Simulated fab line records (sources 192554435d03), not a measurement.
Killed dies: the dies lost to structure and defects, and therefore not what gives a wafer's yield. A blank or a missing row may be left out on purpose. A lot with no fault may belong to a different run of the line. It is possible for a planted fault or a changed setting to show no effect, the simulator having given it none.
fab line records	flow n5_finfet
record: lots: 24	wafers: 72	last_day: 18
route steps=1938 shown BEOL_M3@982 BEOL_M4@1024
lots untouched by any fault: they come from a run of this same line in which no faults occurred
start_h: the number of hours between the record's first day and the start of the first shown wafer of the lot	wait_h: hours elapsed since this lot's preceding step	" same as the row above	L1.1+2: a row that stands for several wafers	- no value present, or no start provided	* or withheld: withheld	< > ~ a bound
route shown NAME@n: NAME is a module with steps in the file, n the number in the route of the first one	usual: mean/standard deviation taken from wafers without a fault	same: alike in all rows	chamber/n: place in a boat	sites: each site's reading	_std_site: the standard deviation of these	_edge_site: the outer-site mean with the inner-site mean subtracted	radius_mm: how far each site lies from the wafer's centre	mask NAME#n: copy n	behind: the last tool/chamber to shape the wafer	hold: what put the lot on hold/how long, in hours/how the hold closed	device: names the non-switching transistor (n, p or np)	end of line: tests run on the same wafers once the route is complete	a step without rows: its recipe alone	killed: at the first sort, the dies lost to defects and structure; wafer yield is something else	map: the dies of a wafer, with x for killed, . for not killed, _ for no die there
set.NAME: the run value of the setting; set.NAME@STEP: its run value at that earlier step	model.NAME: the simulator's own value behind a step, which no gauge read
route steps across a sampled set of lots; one table per step, one row per wafer
services: from which hour (start_h, from the record's first day; less than 0 if before it) a tool's chamber was out of use, for how many hours, and why
== steps ==
step: N5_BEOL_M3_STRIP_97
recipe: chemistry: N2/H2	time_s: 10	power_w: 450	temp_c: 40	pressure_mtorr: 20	rf_frequency_hz: 6e+07	bias_power_w: 7	n2_flow_sccm: 200	h2_flow_sccm: 200
usual: drypump_motor_current_A: 5.6/0.43	oes_product_au: 0.81/0.096	rf_vpp_V: 59.1/0.89	showerhead_plenum_p_Torr: 2.50/0.091	throttle_valve_pct: 23.47/0.26
lot.wafer	tool	chamber	start_h	wait_h	drypump_motor_current_A	oes_product_au	rf_hours_counter_h	rf_vpp_V	showerhead_plenum_p_Torr	throttle_valve_pct
L075.3	rie_diel-01	2	-	-	5.2	0.79	121	58.6	2.44	23.41
L075.4	"	3	"	"	5.6	0.78	-	59.8	2.66	23.60
L075.6	"	1	"	"	5.8	0.86	-	58.1	2.48	23.43
L074.2	rie_diel-04	0	-	-	5.7	0.69	234	59.1	2.50	24.03
L074.5	"	2	"	"	6.2	0.90	-	58.9	2.58	23.17
L074.6	"	3	"	"	5.1	0.69	-	57.5	2.42	23.27
L076.1	rie_diel-04	3	-	-	5.2	0.70	199	57.9	2.42	23.27
L076.3	"	0	"	"	5.8	0.69	234	59.5	2.50	24.03
L076.5	"	1	"	"	5.7	0.77	-	57.7	2.33	23.29
L077.1	rie_diel-01	1	-	-	5.8	0.85	70	59.5	2.48	23.44
L077.2	"	2	"	"	5.2	0.77	127	61.1	2.44	23.41
L077.3	"	3	"	"	5.6	0.77	146	60.4	2.66	23.61
L079.3	rie_diel-03	2	-	-	5.0	0.97	4	58.6	2.61	23.22
L079.5	"	3	"	"	5.7	0.67	-	58.8	2.52	23.92
L079.6	"	0	"	"	6.1	0.68	-	59.8	2.49	23.20
L078.1	rie_diel-01	1	-	-	5.8	0.84	76	58.6	2.48	23.46
L078.5	"	1	"	"	5.8	0.85	-	59.6	2.48	23.45
L078.6	"	2	"	"	5.2	0.77	-	59.3	2.44	23.43
L080.3	rie_diel-01	0	-	-	4.9	0.95	8	57.4	2.51	23.35
L080.4	"	2	"	"	5.2	0.77	-	57.3	2.44	23.44
L080.6	"	0	"	"	4.9	0.95	-	58.7	2.51	23.36
L081.3	rie_diel-01	1	-	-	5.8	0.85	78	58.0	2.48	23.44
L081.4	"	0	"	"	5.0	0.94	9	59.2	2.51	23.35
L081.5	"	1	"	"	5.8	0.85	-	59.9	2.48	23.44
L082.2	rie_diel-04	3	-	-	5.2	0.68	210	57.6	2.41	23.29
L082.3	"	2	"	"	6.2	0.88	52	59.4	2.57	23.19
L082.6	"	1	"	"	5.7	0.76	-	60.4	2.33	23.31
L083.2	rie_diel-03	0	-	-	6.0	0.68	243	58.8	2.49	23.21
L083.5	"	1	"	"	6.3	0.68	-	59.2	2.60	24.03
L083.6	"	2	"	"	5.1	0.95	-	60.2	2.61	23.23
L084.1	rie_diel-01	0	-	-	5.0	0.92	15	59.5	2.50	23.35
L084.3	"	3	"	"	5.6	0.75	161	58.8	2.65	23.63
L084.5	"	1	"	"	5.8	0.84	-	57.8	2.48	23.45
L085.1	rie_diel-04	0	-	-	5.8	0.68	252	59.0	2.50	24.05
L085.3	"	1	"	"	5.7	0.76	151	58.5	2.33	23.33
L085.4	"	2	"	"	6.2	0.87	59	60.3	2.57	23.19
L086.2	rie_diel-01	1	-	-	5.8	0.84	86	58.3	2.47	23.45
L086.4	"	3	"	"	5.6	0.75	166	59.1	2.65	23.63
L086.5	"	0	"	"	5.0	0.90	-	59.8	2.50	23.36
L087.1	rie_diel-03	1	-	-	6.3	0.94	4	60.4	2.60	23.91
L087.4	"	2	"	"	5.0	0.91	-	60.1	2.60	23.27
L087.5	"	1	"	"	6.3	0.95	-	58.7	2.60	23.90
L088.2	rie_diel-01	1	-	-	5.8	0.82	97	59.1	2.47	23.47
L088.5	"	1	"	"	5.8	0.83	-	58.8	2.47	23.49
L088.6	"	2	"	"	5.2	0.76	-	59.5	2.43	23.45
L089.1	rie_diel-04	1	-	-	5.7	0.74	163	59.0	2.32	23.33
L089.4	"	3	"	"	5.2	0.68	-	60.0	2.40	23.33
L089.6	"	1	"	"	5.6	0.75	-	59.7	2.32	23.34
L091.2	rie_diel-04	3	-	-	5.2	0.67	228	60.8	2.40	23.32
L091.5	"	3	"	"	5.2	0.67	-	57.5	2.40	23.32
L091.6	"	2	"	"	6.2	0.85	-	59.0	2.57	23.20
L090.2	rie_diel-03	3	-	-	5.7	0.67	265	58.5	2.51	23.95
L090.4	"	3	"	"	5.7	0.66	-	59.7	2.51	23.96
L090.5	"	1	"	"	6.3	0.92	-	58.9	2.59	23.92
L092.4	rie_diel-04	0	-	-	5.8	1.00	0	58.8	2.50	23.79
L092.5	"	2	"	"	6.2	0.84	-	58.1	2.56	23.20
L092.6	"	1	"	"	5.7	0.74	-	57.2	2.32	23.33
L093.1	rie_diel-03	2	-	-	5.0	0.88	38	59.2	2.59	23.29
L093.2	"	1	"	"	6.3	0.91	16	58.6	2.59	23.90
L093.6	"	2	"	"	5.0	0.88	-	60.2	2.59	23.29
L094.1	rie_diel-04	0	-	-	5.8	0.96	3	60.0	2.49	23.78
L094.4	"	1	"	"	5.7	0.74	169	59.0	2.32	23.34
L094.5	"	0	"	"	5.8	0.96	-	58.6	2.49	23.79
L095.1	rie_diel-01	0	-	-	4.9	0.88	33	59.7	2.50	23.37
L095.3	"	3	"	"	5.6	0.74	185	58.8	2.64	23.64
L095.4	"	1	"	"	5.8	0.82	107	59.5	2.47	23.49
L096.3	rie_diel-03	0	-	-	6.0	0.98	9	60.3	2.48	23.02
L096.4	"	2	"	"	5.0	0.87	44	60.0	2.59	23.30
L096.6	"	3	"	"	5.7	0.97	-	59.8	2.50	23.76
L097.2	rie_diel-01	1	-	-	5.8	0.81	112	60.9	2.46	23.50
L097.3	"	0	"	"	5.0	0.88	38	58.1	2.49	23.38
L097.5	"	2	"	"	5.2	0.75	-	59.4	2.42	23.46
step: N5_BEOL_M3_SPUTTER_81
recipe: material: Cu	target_thk_a: 45	temp_c: -20	chamber_pressure_pa: 0.07	power_w: withheld	time_s: 8.29
usual: throttle_valve_pct: 29.9/1.2
lot.wafer	tool	chamber	start_h	wait_h	throttle_valve_pct
L075.3	pvd_sputter-01	-	147.89	0.1	29.2
L075.4	"	-	"	"	29.5
L075.6	"	-	"	"	32.6
L074.2	pvd_sputter-02	-	152.79	0.1	29.5
L074.5	"	-	"	"	30.3
L074.6	"	-	"	"	29.4
L076.1	pvd_sputter-03	-	155.83	0.1	28.2
L076.3	"	-	"	"	30.8
L076.5	"	-	"	"	31.1
L077.1	pvd_sputter-03	-	162.39	0.1	28.4
L077.2	"	-	"	"	29.6
L077.3	"	-	"	"	30.6
L079.3	pvd_sputter-03	-	180.66	0.1	30.8
L079.5	"	-	"	"	31.0
L079.6	"	-	"	"	28.3
L078.1	pvd_sputter-01	-	183.36	0.1	30.7
L078.5	"	-	"	"	32.6
L078.6	"	-	"	"	29.3
L080.3	pvd_sputter-03	-	193.23	0.1	30.6
L080.4	"	-	"	"	30.1
L080.6	"	-	"	"	28.1
L082.2	pvd_sputter-01	-	196.58	0.1	30.5
L082.3	"	-	"	"	32.7
L082.6	"	-	"	"	30.8
L081.3	pvd_sputter-02	-	196.61	0.1	29.4
L081.4	"	-	"	"	28.0
L081.5	"	-	"	"	28.1
L083.2	pvd_sputter-03	-	197.10	0.1	29.7
L083.5	"	-	"	"	29.7
L083.6	"	-	"	"	30.6
L084.1	pvd_sputter-02	-	214.98	0.1	29.3
L084.3	"	-	"	"	30.8
L084.5	"	-	"	"	30.0
L085.1	pvd_sputter-03	-	223.92	0.1	28.4
L085.3	"	-	"	"	29.4
L085.4	"	-	"	"	30.7
L086.2	pvd_sputter-02	-	227.96	0.1	29.7
L086.4	"	-	"	"	28.0
L086.5	"	-	"	"	30.5
L087.1	pvd_sputter-02	-	245.18	0.1	30.0
L087.4	"	-	"	"	29.6
L087.5	"	-	"	"	29.2
L088.2	pvd_sputter-02	-	252.90	0.1	30.5
L088.5	"	-	"	"	27.9
L088.6	"	-	"	"	30.8
L089.1	pvd_sputter-02	-	254.74	0.1	29.4
L089.4	"	-	"	"	28.1
L089.6	"	-	"	"	29.2
L091.2	pvd_sputter-01	-	256.52	0.1	29.3
L091.5	"	-	"	"	30.7
L091.6	"	-	"	"	29.4
L090.2	pvd_sputter-02	-	256.92	0.1	30.0
L090.4	"	-	"	"	30.9
L090.5	"	-	"	"	29.2
L092.4	pvd_sputter-01	-	265.55	0.1	29.1
L092.5	"	-	"	"	32.7
L092.6	"	-	"	"	29.1
L093.1	pvd_sputter-02	-	271.12	0.1	28.1
L093.2	"	-	"	"	29.4
L093.6	"	-	"	"	31.0
L094.1	pvd_sputter-02	-	273.14	0.1	30.2
L094.4	"	-	"	"	29.5
L094.5	"	-	"	"	28.1
L095.1	pvd_sputter-01	-	279.24	0.1	29.3
L095.3	"	-	"	"	32.8
L095.4	"	-	"	"	29.6
L096.3	pvd_sputter-03	-	289.93	0.1	28.3
L096.4	"	-	"	"	30.7
L096.6	"	-	"	"	28.7
L097.2	pvd_sputter-02	-	296.01	0.1	29.2
L097.3	"	-	"	"	28.2
L097.5	"	-	"	"	29.2
step: N5_BEOL_M3_PRE_CLEAN_60
recipe: gas: NH3/H2	time_s: 15	temp_c: *	rf_power_w: 300
usual: heater_power_w: 88/13
lot.wafer	tool	chamber	start_h	wait_h	heater_power_w
L075.3	cvd_co-01	1	150.05	0.1	77
L075.4	"	0	"	"	96
L075.6	"	2	"	"	99
L074.2	cvd_co-01	1	154.96	0.1	78
L074.5	"	1	"	"	76
L074.6	"	0	"	"	97
L076.1	cvd_co-02	0	157.97	0.0	88
L076.3	"	0	"	"	87
L076.5	"	0	"	"	86
L077.1	cvd_co-02	2	164.53	0.0	65
L077.2	"	0	"	"	85
L077.3	"	0	"	"	87
L079.3	cvd_co-01	1	182.84	0.0	75
L079.5	"	2	"	"	101
L079.6	"	1	"	"	77
L078.1	cvd_co-01	0	185.65	0.0	101
L078.5	"	0	"	"	96
L078.6	"	1	"	"	78
L080.3	cvd_co-01	0	195.39	0.0	97
L080.4	"	2	"	"	100
L080.6	"	1	"	"	77
L082.2	cvd_co-01	2	198.72	0.0	100
L082.3	"	1	"	"	79
L082.6	"	1	"	"	77
L081.3	cvd_co-01	0	198.90	0.0	98
L081.4	"	1	"	"	78
L081.5	"	0	"	"	99
L083.2	cvd_co-02	2	199.73	0.3	66
L083.5	"	1	"	"	95
L083.6	"	0	"	"	88
L084.1	cvd_co-02	1	217.12	0.0	99
L084.3	"	2	"	"	65
L084.5	"	1	"	"	95
L085.1	cvd_co-01	2	226.09	0.1	100
L085.3	"	0	"	"	97
L085.4	"	0	"	"	99
L086.2	cvd_co-02	1	230.12	0.0	97
L086.4	"	1	"	"	98
L086.5	"	0	"	"	88
L087.1	cvd_co-01	0	247.33	0.0	97
L087.4	"	1	"	"	78
L087.5	"	0	"	"	97
L088.2	cvd_co-01	1	255.05	0.0	76
L088.5	"	1	"	"	78
L088.6	"	0	"	"	96
L089.1	cvd_co-01	0	257.12	0.0	98
L089.4	"	0	"	"	100
L089.6	"	1	"	"	77
L091.2	cvd_co-02	1	258.68	0.0	97
L091.5	"	0	"	"	85
L091.6	"	2	"	"	67
L090.2	cvd_co-02	1	259.08	0.0	96
L090.4	"	1	"	"	99
L090.5	"	0	"	"	88
L092.4	cvd_co-02	2	267.72	0.1	67
L092.5	"	2	"	"	66
L092.6	"	0	"	"	87
L093.1	cvd_co-01	2	273.47	0.0	102
L093.2	"	1	"	"	77
L093.6	"	2	"	"	102
L094.1	cvd_co-01	0	275.30	0.0	97
L094.4	"	2	"	"	100
L094.5	"	0	"	"	98
L095.1	cvd_co-02	2	281.38	0.0	67
L095.3	"	2	"	"	66
L095.4	"	0	"	"	88
L096.3	cvd_co-01	0	292.24	0.1	99
L096.4	"	0	"	"	99
L096.6	"	2	"	"	103
L097.2	cvd_co-01	1	298.17	0.0	79
L097.3	"	0	"	"	98
L097.5	"	0	"	"	97
step: N5_BEOL_M3_RS_MEAS_58
recipe: thk_meas_gauge: four-point-probe	reads: Co_of_BEOL_M3_CO_CAP_55+Cu_of_BEOL_M3_ECD_50+Co_of_BEOL_M3_CVD_47+TaN_of_BEOL_M3_ALD_84
usual: M3_RS: 0.67/0.035
lot.wafer	tool	chamber	start_h	wait_h	M3_RS[ohm/sq]
L075.3	film_metro-01	-	150.28	0.1	0.69
L075.4	"	-	"	"	0.67
L075.6	"	-	"	"	0.73
L074.2	film_metro-01	-	155.18	0.1	0.63
L074.5	"	-	"	"	0.62
L074.6	"	-	"	"	0.65
L076.1	film_metro-02	-	158.25	0.0	0.67
L076.3	"	-	"	"	0.70
L076.5	"	-	"	"	0.65
L077.1	film_metro-01	-	164.81	0.0	0.70
L077.2	"	-	"	"	0.70
L077.3	"	-	"	"	0.69
L079.3	film_metro-01	-	183.06	0.1	0.74
L079.5	"	-	"	"	0.70
L079.6	"	-	"	"	0.67
L078.1	film_metro-01	-	186.13	0.3	0.64
L078.5	"	-	"	"	0.67
L078.6	"	-	"	"	0.67
L080.3	film_metro-01	-	195.62	0.1	0.67
L080.4	"	-	"	"	0.69
L080.6	"	-	"	"	0.69
L082.2	film_metro-02	-	198.95	0.1	0.72
L082.3	"	-	"	"	0.64
L082.6	"	-	"	"	0.70
L081.3	film_metro-02	-	199.12	0.1	0.65
L081.4	"	-	"	"	0.66
L081.5	"	-	"	"	0.66
L083.2	film_metro-02	-	199.96	0.1	0.75
L083.5	"	-	"	"	0.64
L083.6	"	-	"	"	0.68
L084.1	film_metro-01	-	217.34	0.0	0.64
L084.3	"	-	"	"	0.67
L084.5	"	-	"	"	0.65
L085.1	film_metro-02	-	226.31	0.0	0.70
L085.3	"	-	"	"	0.73
L085.4	"	-	"	"	0.66
L086.2	film_metro-02	-	230.34	0.1	0.68
L086.4	"	-	"	"	0.68
L086.5	"	-	"	"	0.63
L087.1	film_metro-02	-	247.55	0.0	0.70
L087.4	"	-	"	"	0.63
L087.5	"	-	"	"	0.62
L088.2	film_metro-01	-	255.30	0.1	0.64
L088.5	"	-	"	"	0.66
L088.6	"	-	"	"	0.66
L089.1	film_metro-02	-	257.37	0.1	0.66
L089.4	"	-	"	"	0.68
L089.6	"	-	"	"	0.60
L091.2	film_metro-02	-	258.93	0.1	0.64
L091.5	"	-	"	"	0.60
L091.6	"	-	"	"	0.61
L090.2	film_metro-01	-	259.34	0.1	0.74
L090.4	"	-	"	"	0.69
L090.5	"	-	"	"	0.66
L092.4	film_metro-01	-	267.98	0.0	0.61
L092.5	"	-	"	"	0.64
L092.6	"	-	"	"	0.60
L093.1	film_metro-01	-	273.69	0.0	0.72
L093.2	"	-	"	"	0.75
L093.6	"	-	"	"	0.68
L094.1	film_metro-02	-	275.53	0.0	0.70
L094.4	"	-	"	"	0.69
L094.5	"	-	"	"	0.69
L095.1	film_metro-01	-	281.67	0.1	0.72
L095.3	"	-	"	"	0.71
L095.4	"	-	"	"	0.68
L096.3	film_metro-01	-	292.47	0.1	0.65
L096.4	"	-	"	"	0.71
L096.6	"	-	"	"	0.68
L097.2	film_metro-01	-	298.41	0.1	0.69
L097.3	"	-	"	"	0.67
L097.5	"	-	"	"	0.68
step: N5_BEOL_M4_HM_DEP_02
recipe: material: TiN	target_thk_a: 200	temp_c: 25	chamber_pressure_pa: 0.49996
usual: throttle_valve_pct: 29.9/1.1
lot.wafer	tool	chamber	start_h	wait_h	throttle_valve_pct
L075.3	pvd_sputter-01	-	152.59	2.1	30.8
L075.4	"	-	"	"	29.2
L075.6	"	-	"	"	29.7
L074.2	pvd_sputter-02	-	156.15	0.8	29.6
L074.5	"	-	"	"	29.1
L074.6	"	-	"	"	30.8
L076.1	pvd_sputter-02	-	159.37	0.9	30.9
L076.3	"	-	"	"	28.4
L076.5	"	-	"	"	30.5
L077.1	pvd_sputter-03	-	165.11	0.1	31.0
L077.2	"	-	"	"	29.9
L077.3	"	-	"	"	28.5
L079.3	pvd_sputter-01	-	184.84	1.6	29.2
L079.5	"	-	"	"	29.8
L079.6	"	-	"	"	29.3
L078.1	pvd_sputter-01	-	187.97	1.6	30.6
L078.5	"	-	"	"	29.2
L078.6	"	-	"	"	32.3
L080.3	pvd_sputter-01	-	195.96	0.2	29.5
L080.4	"	-	"	"	32.5
L080.6	"	-	"	"	29.2
L082.2	pvd_sputter-01	-	199.17	0.0	29.5
L082.3	"	-	"	"	29.4
L082.6	"	-	"	"	30.7
L081.3	pvd_sputter-02	-	199.34	0.0	29.3
L081.4	"	-	"	"	29.9
L081.5	"	-	"	"	30.4
L083.2	pvd_sputter-03	-	200.18	0.0	28.2
L083.5	"	-	"	"	30.8
L083.6	"	-	"	"	30.6
L084.1	pvd_sputter-02	-	219.20	1.6	29.9
L084.3	"	-	"	"	28.3
L084.5	"	-	"	"	30.7
L085.1	pvd_sputter-02	-	227.18	0.7	29.2
L085.3	"	-	"	"	30.6
L085.4	"	-	"	"	28.2
L086.2	pvd_sputter-02	-	230.58	0.1	29.9
L086.4	"	-	"	"	29.3
L086.5	"	-	"	"	28.0
L087.1	pvd_sputter-01	-	249.45	1.7	32.6
L087.4	"	-	"	"	29.7
L087.5	"	-	"	"	30.8
L088.2	pvd_sputter-02	-	256.14	0.6	30.6
L088.5	"	-	"	"	29.5
L088.6	"	-	"	"	30.8
L089.1	pvd_sputter-03	-	258.76	1.1	30.9
L089.4	"	-	"	"	28.2
L089.6	"	-	"	"	29.9
L091.2	pvd_sputter-02	-	259.52	0.4	29.3
L091.5	"	-	"	"	31.0
L091.6	"	-	"	"	28.1
L090.2	pvd_sputter-02	-	259.62	0.1	30.0
L090.4	"	-	"	"	29.4
L090.5	"	-	"	"	29.5
L092.4	pvd_sputter-03	-	268.29	0.1	28.1
L092.5	"	-	"	"	31.1
L092.6	"	-	"	"	30.6
L093.1	pvd_sputter-03	-	274.61	0.7	30.9
L093.2	"	-	"	"	30.9
L093.6	"	-	"	"	29.7
L094.1	pvd_sputter-02	-	277.18	1.5	29.4
L094.4	"	-	"	"	30.7
L094.5	"	-	"	"	30.5
L095.1	pvd_sputter-02	-	284.71	2.9	29.3
L095.3	"	-	"	"	30.6
L095.4	"	-	"	"	28.2
L096.3	pvd_sputter-02	-	294.48	1.8	30.8
L096.4	"	-	"	"	28.3
L096.6	"	-	"	"	29.5
L097.2	pvd_sputter-02	-	299.49	0.9	30.0
L097.3	"	-	"	"	29.5
L097.5	"	-	"	"	27.9
step: N5_BEOL_M4_OVL_MEAS_12
recipe: points_per_wafer: 522
usual: M4_OVL: 0.7/0.68
lot.wafer	tool	chamber	start_h	wait_h	M4_OVL[nm]
L075.3	overlay-01	0	153.03	0.0	1.0
L075.4	"	0	"	"	0.6
L075.6	"	0	"	"	0.8
L074.2	overlay-01	0	156.70	0.0	1.2
L074.5	"	0	"	"	0.4
L074.6	"	0	"	"	0.9
L076.1	overlay-02	0	159.80	0.0	2.3
L076.3	"	0	"	"	0.5
L076.5	"	0	"	"	0.2
L077.1	overlay-02	0	165.69	0.0	-0.8
L077.2	"	0	"	"	-0.3
L077.3	"	0	"	"	0.6
L079.3	overlay-01	0	185.28	0.0	-0.1
L079.5	"	0	"	"	1.0
L079.6	"	0	"	"	0.7
L078.1	overlay-01	0	188.40	0.0	-0.8
L078.5	"	0	"	"	-0.4
L078.6	"	0	"	"	-0.5
L080.3	overlay-02	0	196.52	0.0	0.3
L080.4	"	0	"	"	0.3
L080.6	"	0	"	"	1.3
L082.2	overlay-02	0	199.60	0.0	1.2
L082.3	"	0	"	"	1.0
L082.6	"	0	"	"	2.0
L081.3	overlay-01	0	199.78	0.0	-0.2
L081.4	"	0	"	"	-0.2
L081.5	"	0	"	"	0.4
L083.2	overlay-01	0	200.61	0.0	1.5
L083.5	"	0	"	"	1.1
L083.6	"	0	"	"	1.3
L084.1	overlay-02	0	219.62	0.0	0.2
L084.3	"	0	"	"	-0.1
L084.5	"	0	"	"	0.7
L085.1	overlay-02	0	227.64	0.0	0.7
L085.3	"	0	"	"	0.8
L085.4	"	0	"	"	0.4
L086.2	overlay-01	0	231.01	0.0	0.9
L086.4	"	0	"	"	0.0
L086.5	"	0	"	"	0.5
L087.1	overlay-02	0	250.00	0.0	1.5
L087.4	"	0	"	"	1.5
L087.5	"	0	"	"	-0.5
L088.2	overlay-01	0	256.57	0.0	0.4
L088.5	"	0	"	"	0.3
L088.6	"	0	"	"	1.1
L089.1	overlay-02	0	259.18	0.0	0.8
L089.4	"	0	"	"	2.0
L089.6	"	0	"	"	1.4
L091.2	overlay-02	0	259.97	0.0	-0.2
L091.5	"	0	"	"	0.6
L091.6	"	0	"	"	0.4
L090.2	overlay-02	0	260.07	0.0	0.1
L090.4	"	0	"	"	-0.2
L090.5	"	0	"	"	0.3
L092.4	overlay-02	0	268.73	0.0	1.7
L092.5	"	0	"	"	0.7
L092.6	"	0	"	"	1.1
L093.1	overlay-01	0	275.03	0.0	1.9
L093.2	"	0	"	"	1.8
L093.6	"	0	"	"	1.9
L094.1	overlay-02	0	277.61	0.0	1.7
L094.4	"	0	"	"	1.3
L094.5	"	0	"	"	1.3
L095.1	overlay-02	0	285.14	0.0	0.5
L095.3	"	0	"	"	1.6
L095.4	"	0	"	"	1.6
L096.3	overlay-01	0	294.92	0.0	1.0
L096.4	"	0	"	"	0.3
L096.6	"	0	"	"	1.0
L097.2	overlay-01	0	299.92	0.0	0.4
L097.3	"	0	"	"	0.5
L097.5	"	0	"	"	0.4
== services ==
tool	chamber	start_h	hours	kind
rie_diel-04	1	136.39	8.7	repair
rie_diel-03	2	142.38	-	clean
rie_diel-03	2	142.38	-	consumable_replace:focus_ring
rie_diel-01	0	144.02	-	clean
rie_diel-01	0	144.02	-	consumable_replace:focus_ring
rie_diel-01	0	144.02	16.1	scheduled_down
rie_diel-01	0	144.02	16.1	vent_cycle
rie_diel-01	1	186.61	6.5	repair
rie_diel-04	3	198.65	1.7	repair
cvd_co-01	0	203.85	11.4	repair
rie_diel-03	1	213.86	-	clean
rie_diel-03	1	213.86	-	consumable_replace:focus_ring
rie_diel-03	1	213.86	20.2	scheduled_down
rie_diel-03	1	213.86	20.2	vent_cycle
rie_diel-01	1	218.33	2.2	repair
rie_diel-04	0	235.68	-	clean
rie_diel-04	0	235.68	-	consumable_replace:focus_ring
rie_diel-04	0	235.68	26.3	scheduled_down
rie_diel-04	0	235.68	26.3	vent_cycle
rie_diel-04	-	237.68	2.8	pm
rie_diel-01	0	254.85	1.3	repair
cvd_co-02	1	263.33	22.5	repair
rie_diel-01	0	269.55	3.6	repair
rie_diel-04	-	288.48	2.1	repair
== key ==
fault none
